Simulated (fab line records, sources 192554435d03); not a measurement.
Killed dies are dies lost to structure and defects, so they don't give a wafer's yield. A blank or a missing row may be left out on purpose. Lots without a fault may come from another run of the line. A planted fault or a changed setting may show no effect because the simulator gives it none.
Chamber matching | flow n5_finfet | N5_GATE_CUT_CMP_61 on cmp-04: 4 sister chambers
The step polishes, stops on SiNx, t overpolish 3 s. 8 wafers are shown with their chamber, then 9 later ones without.

WAFERS WITH THEIR CHAMBER
wafer  | chamber | motor_current_A (A) | platen_rpm (rpm)
L076.2 | 2       | 13.3                | 27.100
L078.1 | 2       | 14.2                | 27.123
L080.6 | 3       | 11.5                | 27.063
L086.5 | 1       | 10.1                | 27.105
L086.6 | 0       | 11.2                | 27.104
L088.1 | 0       | 11.1                | 27.086
L088.3 | 3       | 11.4                | 27.056
L088.4 | 1       | 9.8                 | 27.092

WAFERS WITHOUT THEIR CHAMBER
wafer  | motor_current_A (A) | platen_rpm (rpm)
L092.1 | 12.0                | 27.077
L092.2 | 13.4                | 27.113
L092.3 | 10.0                | 27.107
L095.1 | 10.9                | 27.100
L095.4 | 13.4                | 27.109
L095.6 | 11.4                | 27.068
L097.3 | 9.6                 | 27.125
L097.4 | 11.5                | 27.090
L097.5 | 10.7                | 27.091

WHICH CHAMBER EACH WENT THROUGH
wafer  | from the rows above     | in truth
L092.1 | can't be placed: 3 or 0 | 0
L092.2 | 2                       | 2
L092.3 | 1                       | 1
L095.1 | can't be placed: 0 or 1 | 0
L095.4 | 2                       | 2
L095.6 | can't be placed: 3 or 0 | 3
L097.3 | 1                       | 1
L097.4 | can't be placed: 0 or 3 | 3
L097.5 | can't be placed: 0 or 1 | 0
Placed correctly: 4 of 9. Can't be placed from these rows: 5 (the true chamber is among the candidates in 5). Placed wrongly: 0.
How it was worked out, from the rows above alone: a wafer's distance from a chamber is the root of the sum, over the readings, of the square of ((its reading less the chamber's mean) divided by the reading's scatter). The wafer belongs to the nearest chamber; if the next one is less than 2 further off, it can't be placed. A chamber's mean is the mean of its shown wafers. The scatter: the root of (the sum of the squares of (reading less its chamber's mean) over the shown wafers, divided by (wafers less chambers)).
